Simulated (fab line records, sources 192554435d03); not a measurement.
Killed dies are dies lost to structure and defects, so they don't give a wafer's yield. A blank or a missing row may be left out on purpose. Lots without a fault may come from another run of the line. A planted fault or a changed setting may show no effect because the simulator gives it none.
Chamber matching | flow n5_finfet | N5_BEOL_M5_CURE_80 on uv_cure-01: 3 sister chambers
The step cures SiCOH lowk, time 120 s. 6 wafers are shown with their chamber, then 9 later ones without.

WAFERS WITH THEIR CHAMBER
wafer  | chamber | wafer_temp_C_max | lamp_power_pct (%)
L091.3 | 2       | 372.8            | 52.30
L091.4 | 2       | 372.7            | 52.31
L089.4 | 0       | 371.0            | 52.41
L089.6 | 0       | 370.8            | 52.31
L092.4 | 1       | 371.1            | 52.36
L092.6 | 1       | 371.3            | 52.28

WAFERS WITHOUT THEIR CHAMBER
wafer  | wafer_temp_C_max | lamp_power_pct (%)
L093.1 | 370.8            | 52.23
L093.5 | 370.6            | 52.37
L093.6 | 370.7            | 52.31
L096.2 | 372.1            | 52.36
L096.3 | 372.0            | 52.32
L096.4 | 372.3            | 52.44
L097.2 | 370.5            | 52.30
L097.3 | 370.8            | 52.27
L097.6 | 371.0            | 52.37

WHICH CHAMBER EACH WENT THROUGH
wafer  | from the rows above     | in truth
L093.1 | can't be placed: 0 or 1 | 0
L093.5 | 0                       | 0
L093.6 | 0                       | 0
L096.2 | can't be placed: 2 or 1 | 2
L096.3 | can't be placed: 2 or 1 | 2
L096.4 | 2                       | 2
L097.2 | 0                       | 0
L097.3 | can't be placed: 0 or 1 | 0
L097.6 | can't be placed: 0 or 1 | 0
Placed correctly: 4 of 9. Can't be placed from these rows: 5 (the true chamber is among the candidates in 5). Placed wrongly: 0.
How it was worked out, from the rows above alone: a wafer's distance from a chamber is the root of the sum, over the readings, of the square of ((its reading less the chamber's mean) divided by the reading's scatter). The wafer belongs to the nearest chamber; if the next one is less than 2 further off, it can't be placed. A chamber's mean is the mean of its shown wafers. The scatter: the root of (the sum of the squares of (reading less its chamber's mean) over the shown wafers, divided by (wafers less chambers)).
